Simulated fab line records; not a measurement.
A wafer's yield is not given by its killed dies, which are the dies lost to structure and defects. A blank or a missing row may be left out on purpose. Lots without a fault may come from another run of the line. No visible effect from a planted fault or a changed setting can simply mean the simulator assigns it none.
Which tool is to blame? + flow nandHarc + 6 lots, 18 wafers sampled, at 4 steps of a route of 1159

== WHAT THE GAUGES SHOWED, per wafer ==
NHARC_END_WLT_00.
| lot  | measured     | on        | VT_DECK1_TOP      |
|------|--------------|-----------|-------------------|
| L985 | day 19 07:53 | prober-01 | 0.902 0.893 0.896 |
| L987 | day 19 18:56 | prober-01 | 0.896 0.894 0.891 |
| L989 | day 20 02:14 | prober-01 | 0.888 0.897 0.897 |
| L996 | day 21 19:53 | prober-01 | 0.900 0.900 0.893 |
| L100 | day 22 21:02 | prober-02 | 0.888 0.896 0.890 |
| L103 | day 23 20:01 | prober-01 | 0.904 0.899 0.897 |

== EACH LOT AND THE TOOL THAT RAN IT (in order: tool; ch and the chambers of the sampled wafers; start) ==
| lot  | NHARC_A_STAIRCASE_STRIP_317        | NHARC_THIN_TSV_ETCH_44            | NHARC_THIN_TSV_PRE_CLEAN_54 |
|------|------------------------------------|-----------------------------------|-----------------------------|
| L985 | wetBench-02 ch 0,3,5, day 11 23:01 | rieDiel-10 ch 1,2,3, day 18 13:11 | pvdSputter-03, day 18 17:44 |
| L987 | wetBench-04 ch 1,4,7, day 12 11:46 | rieDiel-10 ch 0,1,3, day 19 07:04 | pvdSputter-01, day 19 11:40 |
| L989 | wetBench-04 ch 1,3,4, day 13 02:26 | rieDiel-10 ch 1,2,3, day 19 13:02 | pvdSputter-03, day 19 17:46 |
| L996 | wetBench-04 ch 1,3,5, day 14 11:04 | rieDiel-02 ch 0,3, day 21 07:05   | pvdSputter-02, day 21 11:40 |
| L100 | wetBench-02 ch 0,4,5, day 15 09:53 | rieDiel-10 ch 2,3, day 22 05:57   | pvdSputter-03, day 22 10:51 |
| L103 | wetBench-05 ch 1,2,6, day 16 09:32 | rieDiel-02 ch 0,2,3, day 23 08:51 | pvdSputter-03, day 23 13:47 |
- NHARC_A_STAIRCASE_STRIP_317: strips in SPM, time 900 s.
- NHARC_THIN_TSV_ETCH_44: etches the open film in CF4/O2, target depth 1594.2 nm, time 797.1 s.
- NHARC_THIN_TSV_PRE_CLEAN_54: time 30 s.

== THE ANSWER, worked out from the rows above alone ==
Rule: usual is defined by the lots themselves. The widest of any qualifying gaps counts: lots, ordered by their means at a reading, are off when they make up no more than a third of the lots, leave a main group of 4 or more, and stand apart from it by 3 or more times the standard deviation of that group's means. A main group whose means are all the same, to the digits that the tables above print for the reading, isn't used. Also off: a lot with no number at a reading for which 4 or more lots have one. All remaining lots with rows at the step are treated as sound.
None of the lots is off at any reading shown; this tells nothing.

== WHAT THE SIMULATOR PUT IN ==
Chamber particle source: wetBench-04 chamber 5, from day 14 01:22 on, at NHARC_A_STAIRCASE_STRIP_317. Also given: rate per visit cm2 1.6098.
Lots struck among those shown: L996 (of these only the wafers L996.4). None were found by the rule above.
